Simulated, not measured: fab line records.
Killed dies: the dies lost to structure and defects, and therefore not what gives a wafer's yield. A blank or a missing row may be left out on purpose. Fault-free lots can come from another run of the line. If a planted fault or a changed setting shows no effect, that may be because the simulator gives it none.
Matching of chambers | flow n5-finfet | N5_BEOL_M7_CURE_74 on uv-cure-03 has 3 sister chambers
The step cures SiCOH lowk, time 240 s. 3 wafers are shown with their chamber, then 10 later ones without.

WAFERS, EACH WITH ITS CHAMBER
wafer  | chamber | wafer_temp_C_max
L077.4 | 1       | 387.8
L085.6 | 2       | 387.5
L091.4 | 0       | 386.5

WAFERS WHOSE CHAMBER IS MISSING
wafer  | wafer_temp_C_max
L091.6 | 386.8
L095.3 | 386.8
L095.5 | 387.6
L095.6 | 386.7
L097.1 | 386.1
L097.3 | 385.7
L097.6 | 386.0
L097.2 | 386.5
L097.4 | 386.2
L097.5 | 385.7

EACH ONE'S CHAMBER
wafer  | from the rows above          | in truth
L091.6 | can't be placed: 0 or 2 or 1 | 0
L095.3 | can't be placed: 0 or 2 or 1 | 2
L095.5 | can't be placed: 2 or 1      | 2
L095.6 | can't be placed: 0 or 2      | 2
L097.1 | 0                            | 0
L097.3 | 0                            | 0
L097.6 | 0                            | 0
L097.2 | 0                            | 0
L097.4 | 0                            | 0
L097.5 | 0                            | 0
Placed correctly: 6 of 10. Unplaceable from these rows: 4, with the true chamber sitting among the candidates in 4. Wrongly placed: 0.
How it was worked out, from the rows above alone: a wafer's distance from a chamber is the root of the sum, over the readings, of the square of ((its reading less the chamber's mean) divided by the reading's scatter). The wafer belongs to the nearest chamber; if the next one is less than 2 further off, it can't be placed. Each chamber's mean is taken over the wafers shown for it. The scatter: with one shown wafer a chamber, the root of the mean of the squares of how far each hidden wafer lies from its nearest shown one.
